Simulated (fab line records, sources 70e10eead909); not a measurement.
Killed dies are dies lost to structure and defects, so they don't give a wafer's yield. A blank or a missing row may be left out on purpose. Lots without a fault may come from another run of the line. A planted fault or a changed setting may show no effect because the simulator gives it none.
fab line records | flow nand_harc
record lots=24 wafers=72 last_day=24
route steps=1159 shown P_CONTACT@248 P_M0@268 P_M1@303 P_M2@338
lots that met no fault: from a run of the same line without faults
start_h: hours from the record's first day to the start of the lot's first wafer shown | wait_h: hours since the lot's step before | " the same as in the row above | L1.1+2: a row that stands for several wafers | - no value, or no start given | * or withheld: withheld | < > ~ a bound
route shown NAME@n: a module of which the file shows steps, and the number in the route of the first | usual: mean/standard deviation of fault-free wafers | same: alike in all rows | chamber/n: place in a boat | sites: the reading at each site | _std_site: their standard deviation | _edge_site: outer sites' mean less inner sites' | radius_mm: how far each site lies from the wafer's centre | mask NAME#n: copy n | behind: the tool/chamber that last shaped the wafer | hold: why the lot was held/for how many hours/how that ended | device: the transistor (n, p or np) that didn't switch | end of line: the same wafers' tests at the end of the route | a step without rows: its recipe alone | killed: dies lost to structure and defects at the first sort, not the wafer's yield | map: a wafer's dies, x killed, . not, _ none there
set.NAME: the setting as run; set.NAME@STEP: as run at that earlier step | model.NAME: the simulator's own value behind a step, which no gauge read
steps of the route over a sample of lots; a table a step, a row a wafer
services: from which hour (start_h, from the record's first day; less than 0 if before it) a tool's chamber was out of use, for how many hours, and why
## steps
# step NHARC_P_CONTACT_CVD_23
# recipe target_thk_a=2000 temp_c=300 pressure_torr=40 wf6_flow_sccm=40 h2_flow_sccm=1600 ar_flow_sccm=1560 time_s=557 material=W
# usual heater_power_w=497/46 throttle_valve_pct=8.0/0.48
# columns lot.wafer tool chamber start_h wait_h heater_power_w throttle_valve_pct
L074.1 cvd_w-02 0 - - 578 7.9
L074.4 " 1 " " 507 7.4
L074.5 " 0 " " 582 7.8
L075.2 cvd_w-02 0 - - 577 7.6
L075.3 " 0 " " 580 7.8
L075.4 " 1 " " 490 7.6
L076.2 cvd_w-02 0 - - 587 7.8
L076.1 " 1 " " 504 7.5
L076.6 " 0 " " 583 7.8
L077.1 cvd_w-02 1 - - 502 7.8
L077.4 " 0 " " 556 7.9
L077.5 " 0 " " 585 7.7
L078.3 cvd_w-01 0 - - 458 8.0
L078.6 " 1 " " 463 8.7
L078.5 " 0 " " 460 8.2
L079.1 cvd_w-01 0 - - 450 8.1
L079.2 " 1 " " 460 8.6
L079.5 " 0 " " 448 8.3
L080.2 cvd_w-01 0 - - 451 8.4
L080.3 " 0 " " 455 8.1
L080.4 " 1 " " 473 8.7
L081.2 cvd_w-01 0 - - 454 8.4
L081.4 " 0 " " 466 8.2
L081.5 " 0 " " 455 8.0
L082.2 cvd_w-02 0 - - 572 8.0
L082.6 " 1 " " 498 7.2
L082.5 " 0 " " 553 7.8
L083.2 cvd_w-02 0 - - 564 8.0
L083.3 " 1 " " 497 7.6
L083.4 " 0 " " 583 7.6
L084.2 cvd_w-01 1 - - 465 8.5
L084.1 " 0 " " 445 8.4
L084.4 " 1 " " 465 8.4
L085.2 cvd_w-02 1 - - 513 7.6
L085.1 " 0 " " 572 7.9
L085.3 " 1 " " 509 7.4
L087.1 cvd_w-02 0 - - 587 8.2
L087.4 " 1 " " 503 7.5
L087.6 " 1 " " 509 7.4
L086.1 cvd_w-02 0 - - 579 7.6
L086.3 " 0 " " 566 7.7
L086.6 " 1 " " 497 7.3
L088.2 cvd_w-01 0 - - 450 8.4
L088.1 " 1 " " 470 8.7
L088.4 " 0 " " 450 8.3
L089.2 cvd_w-02 0 - - 554 7.7
L089.3 " 1 " " 530 7.0
L089.5 " 1 " " 515 7.3
L090.1 cvd_w-01 0 - - 454 8.4
L090.3 " 0 " " 451 8.1
L090.4 " 1 " " 453 8.7
L091.2 cvd_w-02 0 - - 561 7.5
L091.4 " 1 " " 515 7.3
L091.5 " 0 " " 566 7.7
L092.3 cvd_w-01 1 - - 467 8.4
L092.6 " 0 " " 449 8.4
L092.5 " 1 " " 467 8.5
L093.2 cvd_w-01 0 - - 445 8.2
L093.3 " 1 " " 472 8.5
L093.4 " 0 " " 454 8.3
L094.1 cvd_w-01 0 - - 454 8.4
L094.3 " 0 " " 449 8.3
L094.5 " 1 " " 465 8.6
L096.4 cvd_w-01 0 - - 448 8.2
L096.3 " 1 " " 475 8.7
L096.6 " 1 " " 458 8.4
L095.2 cvd_w-01 0 - - 447 8.5
L095.3 " 0 " " 451 8.0
L095.5 " 1 " " 463 8.4
L097.2 cvd_w-02 1 - - 503 7.2
L097.4 " 0 " " 542 7.5
L097.5 " 1 " " 518 7.1
# step NHARC_P_M0_ETCH_15
# recipe target_depth_a=1500 overetch_a=150 time_s=82.5 c4f8_flow_sccm=withheld ar_flow_sccm=400 rf_w=600 bias_w=300 chemistry=C4F8/Ar
# usual oes_product_au=0.950/0.023 rf_vpp_V=441.1/2.4
# columns lot.wafer tool chamber start_h wait_h oes_product_au rf_hours_counter_h rf_vpp_V
L074.1 rie_diel-12 0 - - 0.983 5.1 443.8
L074.4 " 2 " " 0.973 4.7 440.9
L074.5 " 0 " " 0.983 - 445.2
L075.4 rie_diel-12 1 - - 0.982 4.0 441.4
L075.2 " 2 " " 0.960 4.9 440.2
L075.3 " 0 " " 1.007 5.4 444.6
L076.1 rie_diel-10 1 - - 0.909 6.8 440.7
L076.2 " 2 " " 0.917 8.0 446.4
L076.6 " 3 " " 0.927 - 439.1
L077.1 rie_diel-12 0 - - 0.934 6.9 445.7
L077.4 " 2 " " 0.932 5.7 439.9
L077.5 " 3 " " 0.916 - 439.0
L078.3 rie_diel-10 3 - - 0.934 8.0 438.3
L078.6 " 1 " " 0.922 - 440.0
L078.5 " 2 " " 0.907 - 445.0
L079.1 rie_diel-10 2 - - 0.946 9.9 444.9
L079.2 " 3 " " 0.978 8.6 439.4
L079.5 " 0 " " 0.969 - 439.7
L080.3 rie_diel-10 2 - - 0.927 10.0 447.0
L080.2 " 3 " " 0.926 8.7 437.9
L080.4 " 1 " " 0.915 8.7 439.2
L081.2 rie_diel-12 1 - - 0.938 7.0 441.7
L081.4 " 0 " " 0.933 9.3 444.4
L081.5 " 1 " " 0.934 - 441.3
L082.2 rie_diel-12 0 - - 0.926 9.4 444.0
L082.5 " 3 " " 0.906 - 438.8
L082.6 " 0 " " 0.930 - 445.0
L083.2 rie_diel-04 3 - - 0.936 3.3 440.4
L083.4 " 0 " " 0.935 3.7 441.7
L083.3 " 1 " " 0.927 3.3 440.7
L084.1 rie_diel-12 3 - - 0.924 8.9 438.6
L084.4 " 1 " " 0.945 7.5 441.9
L084.2 " 2 " " 0.921 8.4 439.3
L085.2 rie_diel-10 1 - - 0.940 0.7 440.2
L085.1 " 2 " " 0.960 0.4 444.1
L085.3 " 3 " " 0.978 0.4 439.1
L087.1 rie_diel-04 3 - - 0.962 4.6 442.0
L087.4 " 1 " " 0.953 4.2 441.0
L087.6 " 3 " " 0.965 - 440.9
L086.1 rie_diel-10 3 - - 0.967 0.5 439.7
L086.3 " 0 " " 0.956 0.8 441.4
L086.6 " 3 " " 0.972 - 439.2
L088.2 rie_diel-04 2 - - 0.922 4.3 440.2
L088.4 " 3 " " 0.915 5.0 441.8
L088.1 " 0 " " 0.928 5.4 441.0
L089.3 rie_diel-04 1 - - 0.960 5.6 441.6
L089.2 " 2 " " 0.943 5.2 438.3
L089.5 " 0 " " 0.958 - 439.3
L090.4 rie_diel-12 2 - - 0.989 0.8 438.7
L090.1 " 3 " " 0.947 0.5 440.1
L090.3 " 1 " " 1.000 1.0 439.3
L091.2 rie_diel-04 2 - - 0.954 5.6 439.5
L091.4 " 2 " " 0.950 - 439.8
L091.5 " 0 " " 0.972 - 442.2
L092.3 rie_diel-10 3 - - 0.962 3.0 441.7
L092.6 " 3 " " 0.967 - 438.8
L092.5 " 0 " " 0.972 - 439.9
L093.2 rie_diel-10 1 - - 0.962 4.8 439.1
L093.4 " 2 " " 0.977 3.7 445.8
L093.3 " 3 " " 0.957 3.6 439.9
L094.3 rie_diel-04 2 - - 0.933 7.2 439.5
L094.1 " 3 " " 0.943 7.8 442.0
L094.5 " 2 " " 0.939 - 438.9
L096.4 rie_diel-12 2 - - 0.954 2.1 439.0
L096.3 " 0 " " 0.968 2.3 444.7
L096.6 " 3 " " 0.948 - 438.6
L095.3 rie_diel-12 2 - - 0.950 2.2 438.2
L095.2 " 3 " " 0.955 2.1 438.9
L095.5 " 0 " " 0.988 - 445.4
L097.2 rie_diel-12 3 - - 0.962 2.2 440.3
L097.4 " 1 " " 0.989 2.4 441.6
L097.5 " 3 " " 0.956 - 438.9
# step NHARC_P_M0_DEP_32
# recipe target_thk_a=300 temp_c=370 target_thk_nm=30 pressure_torr=3 flow_sccm=200 rf_w=450 material=SiCN
# usual heater_power_w=623/47 showerhead_vpp_V=1310/78
# columns lot.wafer tool chamber start_h wait_h heater_power_w showerhead_vpp_V
L074.1 pecvd-02 0 118.11 0.1 679 1299
L074.4 " 0 " " 665 1315
L074.5 " 0 " " 692 1326
L075.2 pecvd-03 0 126.99 0.1 597 1392
L075.3 " 2 " " 597 1379
L075.4 " 2 " " 593 1392
L076.1 pecvd-02 1 127.80 0.1 607 1254
L076.2 " 2 " " 688 1285
L076.6 " 2 " " 670 1289
L077.1 pecvd-03 2 135.29 0.1 554 1373
L077.4 " 2 " " 558 1401
L077.5 " 0 " " 656 1386
L078.3 pecvd-02 1 145.15 0.1 633 1235
L078.5 " 1 " " 627 1237
L078.6 " 2 " " 628 1287
L079.1 pecvd-04 1 153.07 0.1 691 1277
L079.2 " 2 " " 581 1407
L079.5 " 1 " " 686 1293
L080.2 pecvd-03 2 156.17 0.1 639 1380
L080.3 " 1 " " 601 1177
L080.4 " 1 " " 597 1154
L081.2 pecvd-03 2 165.00 0.1 629 1393
L081.4 " 2 " " 631 1375
L081.5 " 2 " " 513 1410
L082.2 pecvd-04 2 165.54 0.1 525 1424
L082.6 " 1 " " 622 1279
L082.5 " 0 " " 605 1367
L083.2 pecvd-03 2 177.29 0.1 609 1381
L083.3 " 2 " " 616 1370
L083.4 " 1 " " 650 1157
L084.2 pecvd-04 2 177.75 0.1 537 1404
L084.1 " 1 " " 715 1278
L084.4 " 0 " " 602 1371
L085.1 pecvd-04 2 191.32 0.1 549 1396
L085.3 " 0 " " 653 1374
L085.2 " 1 " " 704 1271
L087.1 pecvd-02 2 192.51 0.1 690 1287
L087.4 " 0 " " 691 1318
L087.6 " 1 " " 564 1269
L086.3 pecvd-02 2 192.92 0.1 637 1253
L086.1 " 1 " " 615 1240
L086.6 " 1 " " 618 1236
L088.1 pecvd-03 0 201.87 0.1 604 1377
L088.2 " 2 " " 537 1353
L088.4 " 1 " " 643 1174
L089.2 pecvd-02 0 215.70 0.1 636 1325
L089.3 " 2 " " 614 1302
L089.5 " 0 " " 643 1297
L090.3 pecvd-03 0 218.40 0.1 570 1367
L090.1 " 1 " " 612 1153
L090.4 " 2 " " 526 1367
L091.2 pecvd-02 1 218.56 0.1 629 1240
L091.4 " 0 " " 696 1320
L091.5 " 2 " " 636 1303
L092.3 pecvd-02 0 228.38 0.1 682 1323
L092.5 " 0 " " 696 1355
L092.6 " 1 " " 649 1258
L093.2 pecvd-03 0 236.04 0.1 616 1367
L093.3 " 1 " " 600 1161
L093.4 " 1 " " 598 1174
L094.3 pecvd-02 0 236.54 0.1 636 1304
L094.1 " 1 " " 613 1224
L094.5 " 2 " " 686 1300
L096.3 pecvd-04 0 246.17 0.1 663 1342
L096.6 " 1 " " 590 1279
L096.4 " 2 " " 698 1421
L095.3 pecvd-04 2 246.46 0.1 636 1432
L095.2 " 0 " " 692 1365
L095.5 " 0 " " 683 1374
L097.2 pecvd-03 0 249.81 0.1 567 1377
L097.5 " 0 " " 566 1368
L097.4 " 1 " " 575 1188
# step NHARC_P_M1_ETCH_28
# recipe target_depth_a=300 over_etch_frac=0.3 time_s=72.99 ion_energy_ev=150 cf4_flow_sccm=50 n2_flow_sccm=100 ar_flow_sccm=150 rf_w=300 bias_w=100 chemistry=CF4/N2
# usual drypump_motor_current_A=5.7/0.39 oes_product_au=0.997/0.012 rf_vpp_V=315.4/1.6 showerhead_plenum_p_Torr=2.70/0.081 throttle_valve_pct=19.794/0.0084
# columns lot.wafer tool chamber start_h wait_h drypump_motor_current_A oes_product_au rf_hours_counter_h rf_vpp_V showerhead_plenum_p_Torr throttle_valve_pct
L074.4 rie_diel-05 3 - - 6.2 1.005 9 315.9 2.78 19.775
L074.1 " 2 " " 5.5 1.002 8 315.2 2.73 19.802
L074.5 " 3 " " 6.2 1.007 - 317.2 2.78 19.796
L075.4 rie_diel-09 3 - - 5.5 0.995 3 315.8 2.77 19.790
L075.3 " 1 " " 5.6 0.979 4 313.5 2.63 19.782
L075.2 " 2 " " 6.1 0.990 3 314.3 2.66 19.796
L076.2 rie_diel-05 2 - - 5.5 1.001 9 316.5 2.73 19.789
L076.1 " 1 " " 5.3 1.002 11 315.5 2.63 19.792
L076.6 " 2 " " 5.5 0.993 - 314.5 2.73 19.793
L077.1 rie_diel-09 2 - - 6.1 1.004 4 315.6 2.66 19.789
L077.4 " 1 " " 5.6 0.993 4 313.4 2.63 19.803
L077.5 " 2 " " 6.1 1.003 - 315.9 2.66 19.796
L078.3 rie_diel-09 3 - - 5.5 0.997 4 315.2 2.77 19.804
L078.6 " 0 " " 5.6 0.990 - 314.9 2.73 19.790
L078.5 " 1 " " 5.6 0.995 - 313.5 2.62 19.768
L079.1 rie_diel-05 3 - - 6.2 1.010 12 316.8 2.77 19.795
L079.2 " 0 " " 5.6 0.992 13 319.4 2.83 19.798
L079.5 " 1 " " 5.3 1.001 - 313.3 2.63 19.807
L080.4 rie_diel-09 3 - - 5.5 0.986 5 317.2 2.77 19.795
L080.2 " 0 " " 5.6 0.978 5 314.9 2.73 19.786
L080.3 " 1 " " 5.6 0.984 6 314.8 2.62 19.802
L081.4 rie_diel-09 1 - - 5.6 0.984 6 315.8 2.62 19.799
L081.2 " 2 " " 6.1 1.004 6 315.8 2.66 19.796
L081.5 " 0 " " 5.6 0.984 - 315.2 2.73 19.795
L082.2 rie_diel-02 0 - - 4.8 0.985 0 314.1 2.48 19.785
L082.5 " 0 " " 4.8 0.989 - 311.7 2.48 19.799
L082.6 " 1 " " 5.6 0.993 - 315.6 2.67 19.794
L083.3 rie_diel-09 1 - - 5.6 0.988 7 314.3 2.62 19.789
L083.2 " 2 " " 6.1 1.000 7 313.9 2.66 19.794
L083.4 " 3 " " 5.5 0.997 6 315.9 2.77 19.799
L084.4 rie_diel-02 0 - - 4.8 0.994 0 311.1 2.48 19.791
L084.2 " 1 " " 5.6 0.998 0 315.0 2.67 19.798
L084.1 " 2 " " 6.4 1.017 0 314.4 2.66 19.784
L085.3 rie_diel-05 2 - - 5.5 0.987 2 314.9 2.73 19.789
L085.1 " 3 " " 6.2 1.018 2 316.4 2.77 19.784
L085.2 " 0 " " 5.6 1.003 1 318.3 2.82 19.794
L087.1 rie_diel-02 1 - - 5.6 0.993 1 316.6 2.67 19.816
L087.4 " 3 " " 6.3 1.014 1 316.5 2.76 19.795
L087.6 " 0 " " 4.8 0.985 - 311.0 2.48 19.797
L086.1 rie_diel-02 2 - - 6.4 1.020 1 313.6 2.66 19.790
L086.3 " 0 " " 4.8 0.981 1 310.8 2.48 19.786
L086.6 " 2 " " 6.5 1.008 - 313.8 2.66 19.795
L088.4 rie_diel-05 3 - - 6.2 1.023 2 317.8 2.77 19.793
L088.2 " 0 " " 5.6 0.995 2 318.2 2.82 19.787
L088.1 " 1 " " 5.3 1.016 2 313.8 2.63 19.771
L089.2 rie_diel-09 0 - - 5.6 1.000 9 316.5 2.73 19.791
L089.3 " 1 " " 5.6 0.979 9 313.5 2.62 19.795
L089.5 " 0 " " 5.5 0.991 - 315.9 2.73 19.796
L090.4 rie_diel-05 3 - - 6.2 1.025 5 316.4 2.77 19.797
L090.3 " 0 " " 5.6 0.996 4 318.9 2.82 19.804
L090.1 " 1 " " 5.3 1.019 4 314.5 2.62 19.796
L091.2 rie_diel-09 2 - - 6.0 0.991 10 314.2 2.66 19.808
L091.4 " 3 " " 5.5 0.990 9 314.8 2.77 19.782
L091.5 " 1 " " 5.5 0.995 - 314.6 2.62 19.801
L092.3 rie_diel-09 3 - - 5.5 0.981 9 314.4 2.77 19.795
L092.6 " 3 " " 5.5 0.997 - 317.3 2.77 19.786
L092.5 " 0 " " 5.6 1.007 - 313.9 2.73 19.803
L093.3 rie_diel-09 1 - - 5.6 0.983 11 313.1 2.62 19.800
L093.2 " 2 " " 6.1 0.993 10 314.8 2.66 19.792
L093.4 " 3 " " 5.5 0.999 - 317.1 2.77 19.796
L094.3 rie_diel-05 0 - - 5.7 0.989 5 317.5 2.82 19.792
L094.1 " 2 " " 5.5 0.971 6 316.3 2.73 19.784
L094.5 " 0 " " 5.6 0.995 - 317.3 2.82 19.795
L096.3 rie_diel-09 2 - - 6.0 0.995 10 313.6 2.66 19.812
L096.6 " 3 " " 5.5 0.996 - 317.3 2.77 19.789
L096.4 " 1 " " 5.6 0.976 - 313.6 2.62 19.775
L095.2 rie_diel-02 2 - - 6.4 1.017 2 314.8 2.66 19.786
L095.3 " 1 " " 5.6 1.017 2 316.2 2.67 19.787
L095.5 " 3 " " 6.3 1.003 - 318.0 2.76 19.793
L097.4 rie_diel-09 0 - - 5.6 0.997 10 316.1 2.73 19.796
L097.2 " 2 " " 6.1 1.000 11 315.0 2.66 19.783
L097.5 " 1 " " 5.6 0.982 - 313.6 2.62 19.807
# step NHARC_P_M1_INSPECT_27
# usual raw_defect_count=332/110
# columns lot.wafer tool chamber start_h wait_h raw_defect_count
L074.1 defect_inspect-01 - 122.45 0.0 299
L074.4 " - " " 224
L074.5 " - " " 265
L075.2 defect_inspect-01 - 130.92 0.0 283
L075.3 " - " " 313
L075.4 " - " " 252
L076.1 defect_inspect-01 - 132.22 0.0 269
L076.2 " - " " 382
L076.6 " - " " 401
L077.1 defect_inspect-02 - 139.21 0.0 354
L077.4 " - " " 287
L077.5 " - " " 232
L078.3 defect_inspect-01 - 149.05 0.0 422
L078.5 " - " " 517
L078.6 " - " " 403
L079.1 defect_inspect-01 - 157.09 0.0 280
L079.2 " - " " 337
L079.5 " - " " 386
L080.2 defect_inspect-02 - 160.05 0.0 433
L080.3 " - " " 399
L080.4 " - " " 283
L081.2 defect_inspect-01 - 169.32 0.0 572
L081.4 " - " " 312
L081.5 " - " " 371
L082.2 defect_inspect-01 - 169.55 0.0 307
L082.5 " - " " 190
L082.6 " - " " 287
L083.2 defect_inspect-02 - 181.32 0.0 179
L083.3 " - " " 327
L083.4 " - " " 186
L084.1 defect_inspect-02 - 181.90 0.0 481
L084.2 " - " " 315
L084.4 " - " " 498
L085.1 defect_inspect-02 - 195.33 0.0 274
L085.2 " - " " 244
L085.3 " - " " 372
L087.1 defect_inspect-01 - 196.44 0.0 563
L087.4 " - " " 348
L087.6 " - " " 703
L086.1 defect_inspect-01 - 196.94 0.1 213
L086.3 " - " " 414
L086.6 " - " " 271
L088.1 defect_inspect-02 - 205.76 0.0 159
L088.2 " - " " 316
L088.4 " - " " 285
L089.2 defect_inspect-01 - 219.83 0.0 257
L089.3 " - " " 429
L089.5 " - " " 361
L090.1 defect_inspect-01 - 222.21 0.0 269
L090.3 " - " " 320
L090.4 " - " " 292
L091.2 defect_inspect-02 - 222.60 0.0 468
L091.4 " - " " 604
L091.5 " - " " 416
L092.3 defect_inspect-01 - 232.35 0.0 257
L092.5 " - " " 261
L092.6 " - " " 254
L093.2 defect_inspect-02 - 240.20 0.0 202
L093.3 " - " " 386
L093.4 " - " " 297
L094.1 defect_inspect-02 - 240.64 0.0 723
L094.3 " - " " 393
L094.5 " - " " 346
L096.3 defect_inspect-01 - 250.22 0.0 272
L096.4 " - " " 402
L096.6 " - " " 489
L095.2 defect_inspect-02 - 250.57 0.0 185
L095.3 " - " " 314
L095.5 " - " " 135
L097.2 defect_inspect-01 - 253.81 0.0 421
L097.4 " - " " 380
L097.5 " - " " 418
# step NHARC_P_M2_DEGAS_29
# recipe temp_c=250 time_s=60
# usual heater_power_w=339/22
# columns lot.wafer tool chamber start_h wait_h heater_power_w
L074.1 pvd_sputter-01 - 125.04 - 375
L074.4 " - " " 344
L074.5 " - " " 391
L075.4 pvd_sputter-03 - 133.52 - 351
L075.2 " - " " 310
L075.3 " - " " 361
L076.1 pvd_sputter-02 - 134.81 - 295
L076.2 " - " " 344
L076.6 " - " " 336
L077.1 pvd_sputter-03 - 141.68 - 325
L077.4 " - " " 348
L077.5 " - " " 312
L078.3 pvd_sputter-03 - 151.71 - 350
L078.5 " - " " 356
L078.6 " - " " 331
L079.2 pvd_sputter-03 - 159.75 - 350
L079.1 " - " " 307
L079.5 " - " " 316
L080.3 pvd_sputter-02 - 162.62 - 293
L080.4 " - " " 348
L080.2 " - " " 337
L081.4 pvd_sputter-03 - 172.30 - 300
L081.2 " - " " 351
L081.5 " - " " 309
L082.2 pvd_sputter-02 - 172.63 - 365
L082.5 " - " " 363
L082.6 " - " " 336
L083.3 pvd_sputter-02 - 184.07 - 307
L083.4 " - " " 350
L083.2 " - " " 368
L084.4 pvd_sputter-03 - 184.51 - 341
L084.2 " - " " 349
L084.1 " - " " 302
L085.3 pvd_sputter-01 - 197.79 - 337
L085.1 " - " " 360
L085.2 " - " " 369
L087.1 pvd_sputter-03 - 199.04 - 305
L087.4 " - " " 327
L087.6 " - " " 346
L086.3 pvd_sputter-03 - 199.64 - 329
L086.1 " - " " 343
L086.6 " - " " 331
L088.2 pvd_sputter-01 - 208.34 - 367
L088.4 " - " " 346
L088.1 " - " " 366
L089.2 pvd_sputter-01 - 222.45 - 375
L089.3 " - " " 364
L089.5 " - " " 330
L090.3 pvd_sputter-01 - 224.86 - 358
L090.1 " - " " 363
L090.4 " - " " 336
L091.2 pvd_sputter-01 - 225.66 - 353
L091.4 " - " " 365
L091.5 " - " " 327
L092.3 pvd_sputter-02 - 235.08 - 331
L092.6 " - " " 376
L092.5 " - " " 340
L093.2 pvd_sputter-03 - 242.98 - 316
L093.4 " - " " 309
L093.3 " - " " 352
L094.1 pvd_sputter-03 - 243.51 - 305
L094.3 " - " " 340
L094.5 " - " " 355
L096.4 pvd_sputter-02 - 252.83 - 372
L096.3 " - " " 317
L096.6 " - " " 333
L095.2 pvd_sputter-03 - 253.24 - 323
L095.3 " - " " 303
L095.5 " - " " 310
L097.2 pvd_sputter-02 - 256.46 - 376
L097.4 " - " " 330
L097.5 " - " " 351
## services
# columns tool chamber start_h hours kind
pecvd-02 1 89.81 21.8 repair
pvd_sputter-03 - 102.00 10.0 pm
pecvd-03 - 111.34 13.0 pm
cvd_w-01 - 116.21 13.0 pm
pvd_sputter-03 - 117.59 1.5 repair
rie_diel-10 - 127.63 2.0 repair
cvd_w-02 - 142.23 0.7 repair
pecvd-02 - 153.06 13.0 pm
pvd_sputter-03 - 155.92 2.0 repair
rie_diel-09 - 163.03 0.7 repair
rie_diel-05 - 163.60 9.0 pm
pecvd-03 0 164.67 20.3 repair
cvd_w-02 1 175.78 5.7 repair
rie_diel-10 - 176.57 9.0 pm
rie_diel-09 2 179.54 1.7 repair
cvd_w-02 - 197.78 13.0 pm
rie_diel-12 - 202.40 9.0 pm
pvd_sputter-03 - 215.16 12.0 repair
pvd_sputter-02 - 218.80 2.2 repair
rie_diel-12 1 222.74 2.9 repair
rie_diel-10 2 232.20 1.2 repair
pecvd-02 - 232.78 1.1 repair
rie_diel-10 2 234.85 4.8 repair
rie_diel-09 3 253.21 4.4 repair
## key
fault none
